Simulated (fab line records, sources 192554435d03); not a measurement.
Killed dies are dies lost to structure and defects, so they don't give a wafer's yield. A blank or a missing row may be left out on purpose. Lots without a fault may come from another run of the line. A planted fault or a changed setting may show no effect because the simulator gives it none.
A struck lot beside a sound one | flow n5_finfet | 38 steps out of a route of 1938
Sound: wafers L957.3, L957.4, L957.5. Struck: wafer L960.4. (L960.5 of the same lot was not struck and is left out.) The cause comes at the end.
At each step with rows: each side's tool, then ch and its chambers, then its first start. Under that, the readings that differ: sound wafers | struck wafers | difference of the means | sigmas: that difference in standard deviations of wafers without a fault.
alike: readings whose means differ by less than 2 such deviations, and words and numbers that are the same on both sides. not compared: withheld readings, readings that some wafer has no value for, bounds like >300 that may hide the same value, and numbers for which the record gives no deviation and whose values overlap.
The two part at a step that has a row with sigmas, a row that says differs or no value, or rows on one side only. Numbers that don't overlap but have no deviation are shown without sigmas and don't part them. A reading that every wafer of one side lacks parts them only if that side has two wafers or more.

first, 8 steps without rows for these wafers: N5_BEOL_M1_ANNEAL_51 (time 90 s); N5_BEOL_M1_CMP_52 (polishes, stops on SiOC, t overpolish 6.8 s, target thk 40 nm); N5_BEOL_M1_PRE_CLEAN_60 (time 15 s); N5_BEOL_M1_CO_CAP_55 (material Co, precursor CCTBA/H2, target thk 2 nm, time 102.1 s); N5_BEOL_M1_PRE_CLEAN_56 (time 15 s); N5_BEOL_M1_DEP_57 (deposits SiCN from 3MS/NH3, target thk 8 nm, time 14 s); N5_BEOL_M2_ILD_DEP_00 (deposits SiOC from DEMS/O2, target thk 79 nm, time 15.3 s); N5_BEOL_M2_PECVD_72 (deposits SiO2 from TEOS/O2, target thk 16 nm, time 18 s).
N5_BEOL_M2_HM_DEP_02: deposits TiN, target thk 20 nm.
  sound on pvd_sputter-02, day 8 11:10; struck on pvd_sputter-02, day 9 18:37
  reading                                    | sound    | struck | difference | sigmas
  model.TiN_of_BEOL_M2_HM_DEP_02.thk_nm (nm) | 20 20 20 | 6.8    | -13.2      |
  alike: throttle_valve_pct
then, 16 steps without rows for these wafers: N5_BEOL_M2_COAT_61 (time 60 s, resist thk 60 nm); N5_BEOL_M2_COAT_62 (time 60 s, resist thk 12 nm); N5_BEOL_M2_COAT_73 (time 60 s, resist thk 5 nm); N5_BEOL_M2_COAT_05 (resist thk 30 nm); N5_BEOL_M2_EBR_07; N5_BEOL_M2_SOFTBAKE_06 (time 60 s); N5_BEOL_M2_EXPOSE_08 (exposes mask M2); N5_BEOL_M2_PEB_09 (peb time 60 s); N5_BEOL_M2_DEVELOP_10 (develop time 30 s); N5_BEOL_M2_DESCUM_16 (chemistry O2, time 7 s); N5_BEOL_M2_ETCH_74 (etches underlayer in N2/H2, target depth 6.5 nm, time 5.2 s); N5_BEOL_M2_ETCH_63 (etches SiARC in CF4, target depth 15.6 nm, time 26 s); N5_BEOL_M2_ETCH_64 (etches SOC in N2/H2, target depth 75 nm, overetch 22.5 nm, time 121.9 s); N5_BEOL_M2_STRIP_65 (strips in N2/H2); N5_BEOL_M2_STRIP_75 (strips in N2/H2); N5_BEOL_M2_STRIP_66 (strips in CF4).
N5_BEOL_M2_HM_OPEN_17: chemistry Cl2/BCl3, target TiN, target depth 20 nm, overetch 6 nm.
  sound on rie_metal-03 ch 0,1, day 8 12:34; struck on rie_metal-01 ch 1, day 9 19:34
  reading                  | sound             | struck | difference | sigmas
  oes_product_au (a.u.)    | 0.78 0.79 0.77    | 0.41   | -0.37      | -7
  throttle_valve_pct (%)   | 21.85 22.07 21.85 | 22.58  | +0.66      | +4
  model.etch.depth_nm (nm) | 19.98 19.96 20.04 | 6.753  | -13.240    |
  alike: drypump_motor_current_A
  not compared: rf_hours_counter_h
then, 8 steps without rows for these wafers: N5_BEOL_M2_STRIP_19 (strips in O2); N5_BEOL_M2_COAT_67 (time 60 s, resist thk 60 nm); N5_BEOL_M2_COAT_68 (time 60 s, resist thk 12 nm); N5_BEOL_M2_COAT_76 (time 60 s, resist thk 5 nm); N5_BEOL_M2_COAT_22 (resist thk 30 nm); N5_BEOL_M2_EBR_24; N5_BEOL_M2_SOFTBAKE_23 (time 60 s); N5_BEOL_M2_EXPOSE_25 (exposes mask V1, defocus 5 nm).
N5_BEOL_M2_TRENCH_ETCH_37: etches SiOC in C4F6/O2, target depth 55.555 nm, time 29.2 s.
  sound on rie_diel-04 ch 2,3; struck on rie_diel-01 ch 0
  reading                                    | sound          | struck | difference | sigmas
  model.TiN_of_BEOL_M2_HM_DEP_02.thk_nm (nm) | 17.6 17.6 17.8 | 4.4    | -13.3      |
  alike: drypump_motor_current_A, oes_product_au, rf_vpp_V, showerhead_plenum_p_Torr, throttle_valve_pct
  not compared: rf_hours_counter_h
N5_BEOL_M2_CD_MEAS_35: target cd 18 nm, target cd y 22.2 nm.
  sound on cd_sem-03, day 9 00:08; struck on cd_sem-01, day 9 22:17
  reading    | sound          | struck | difference | sigmas
  cd_nm (nm) | 18.0 17.7 18.1 | 18.6   | +0.7       | +2
N5_BEOL_M4_RC_MEAS_101:
  sound on prober-01 ch 0, day 10 03:10; struck on prober-01 ch 0, day 11 00:35
  alike: DIBL_N, DIBL_P, IOFF_N, IOFF_P, ION_N, ION_P, SS_N, SS_P, VT_N, VT_P
then, 1 step without rows for these wafers: N5_PASSIVATION_PROBE_49.

WHERE THEY PART
First at N5_BEOL_M2_HM_OPEN_17; last, within this record, at N5_BEOL_M2_CD_MEAS_35. Later steps at which nothing parts them and some readings are alike: N5_BEOL_M4_RC_MEAS_101.

WHY: what the simulator had put in
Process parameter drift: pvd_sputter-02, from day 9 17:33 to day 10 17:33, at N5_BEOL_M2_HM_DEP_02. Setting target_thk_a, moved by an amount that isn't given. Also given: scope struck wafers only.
